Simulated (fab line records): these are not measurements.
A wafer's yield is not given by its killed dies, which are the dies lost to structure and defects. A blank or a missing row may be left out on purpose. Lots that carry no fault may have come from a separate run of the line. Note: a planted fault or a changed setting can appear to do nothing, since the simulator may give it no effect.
A struck lot beside a sound one / flow n5_finfet / 15 steps out of a route of 1938
Sound: these wafers, L624.1, L624.4, L624.5. Struck: wafers L629.1, L629.2, L629.5. The cause is named last.
Per side, at each step with rows, come the tool, then ch with its chambers, and then its first start. Under that, the readings that differ: sound wafers / struck wafers / difference of the means / sigmas: that difference in standard deviations of wafers without a fault.
alike: same words and numbers on both sides, and readings whose means sit less than 2 such deviations apart. not compared: any withheld reading, any reading some wafer has no value for, any bound like >300 that may hide the same value, and any number with overlapping values for which the record gives no deviation.
A row with sigmas, a row that says differs or no value, or rows on one side alone: a step with any of these is where the two part. When numbers do not overlap yet have no deviation, they are printed without sigmas and do not part them. A reading that every wafer of one side lacks parts them only if that side has two wafers or more.

first, 1 step without rows for these wafers: N5_BEOL_M11_STRIP_73 (strips in C4F6/O2).
N5_BEOL_M11_STRIP_36: strips in N2/H2.
  sound on rie_diel-03 ch 0,1,3, day 11 06:11; struck on rie_diel-01 ch 0,2, day 11 21:51
  alike: chamber_pressure_mTorr, drypump_motor_current_A, n2_flow_sccm, oes_product_au, rf_vpp_V, showerhead_plenum_p_Torr, throttle_valve_pct
  not compared: rf_hours_counter_h
then, 1 step without rows for these wafers: N5_BEOL_M11_TRENCH_ETCH_37 (etches SiCOH lowk in C4F6/O2, target depth 148.83 nm, time 48 s).
N5_BEOL_M11_ETCH_41: etches SiCN in CH3F/O2, target depth 42.6 nm, time 86 s.
  sound on rie_diel-03 ch 0,1,3; struck on rie_diel-01 ch 0,2
  alike: chamber_pressure_mTorr, drypump_motor_current_A, oes_product_au, rf_vpp_V, showerhead_plenum_p_Torr, throttle_valve_pct
  not compared: rf_hours_counter_h
N5_BEOL_M11_STRIP_77: strips in N2/H2, time 10 s.
  sound on rie_diel-03 ch 0,1,3; struck on rie_diel-01 ch 0,2
  alike: chamber_pressure_mTorr, drypump_motor_current_A, n2_flow_sccm, oes_product_au, rf_vpp_V, showerhead_plenum_p_Torr, throttle_valve_pct
  not compared: rf_hours_counter_h
N5_BEOL_M11_OCD_MEAS_38:
  sound on ocd-01 at day 11 06:25; struck on ocd-01 at day 11 22:05
  alike: trench_depth_nm
then, 4 steps without rows for these wafers: N5_BEOL_M11_HM_STRIP_39 (strips TiN in peroxide tin strip, target depth 25 nm, time 158 s); N5_BEOL_M11_SRD_40 (time 30 s); N5_BEOL_M11_PRECLEAN_42 (cleans in residue remover, time 60 s); N5_BEOL_M11_SRD_43 (time 30 s).
N5_BEOL_M11_CD_MEAS_35 targets a cd of 70 nm.
  sound on cd_sem-01 at day 11 06:34; struck on cd_sem-03 at day 11 22:14
  alike: cd_nm
N5_BEOL_M11_CURE_72: cures SiCOH lowk, time 120 s.
  sound on uv_cure-02 ch 2, day 11 06:38; struck on uv_cure-02 ch 2, day 11 22:36
  alike: lamp_power_pct, wafer_temp_C_max
N5_BEOL_M11_DEGAS_44: time 60 s.
  sound on pvd_sputter-01 at day 11 07:25; struck on pvd_sputter-03 at day 12 00:22
reading=heater_power_w (W); sound=377 356 344; struck=287 290 290; difference=-70; sigmas=-2
reading=susceptor_temp_C (C); sound=250.18 249.86 249.78; struck=247.34 247.47 247.55; difference=-2.49; sigmas=-14
N5_BEOL_M11_PRE_CLEAN_45: time 30 s.
  sound on pvd_sputter-01 at day 11 07:27; struck on pvd_sputter-03 at day 12 00:25
reading=heater_power_w (W); sound=372 353 339; struck=294 304 296; difference=-57; sigmas=-2
-- here the record skips 2 days between the struck wafers' starts before and after, leaving off in module BEOL_M11 and picking up in module PASSIVATION (first step shown: number 1936 of the route) --
N5_PASSIVATION_PROBE_49:
  sound on prober-02 at day 13 06:48; struck on prober-02 at day 14 07:39
  alike: defect_limited_yield, killed_at_M0_to_M3, killed_at_M4_up, killed_at_contacts, killed_at_front_end, killed_at_other, killed_dies, killed_open, killed_short, sort_bin_5_function, sort_bin_6_memory, sort_n_pass, sort_yield_pct

== WHERE THEY PART ==
First at N5_BEOL_M11_DEGAS_44; last, within this record, at N5_BEOL_M11_PRE_CLEAN_45. Later steps at which nothing parts them and some readings are alike: N5_PASSIVATION_PROBE_49.

WHY: what the simulator had put in
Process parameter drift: pvd_sputter-03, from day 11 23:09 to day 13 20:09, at N5_BEOL_M11_DEGAS_44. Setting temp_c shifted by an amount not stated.
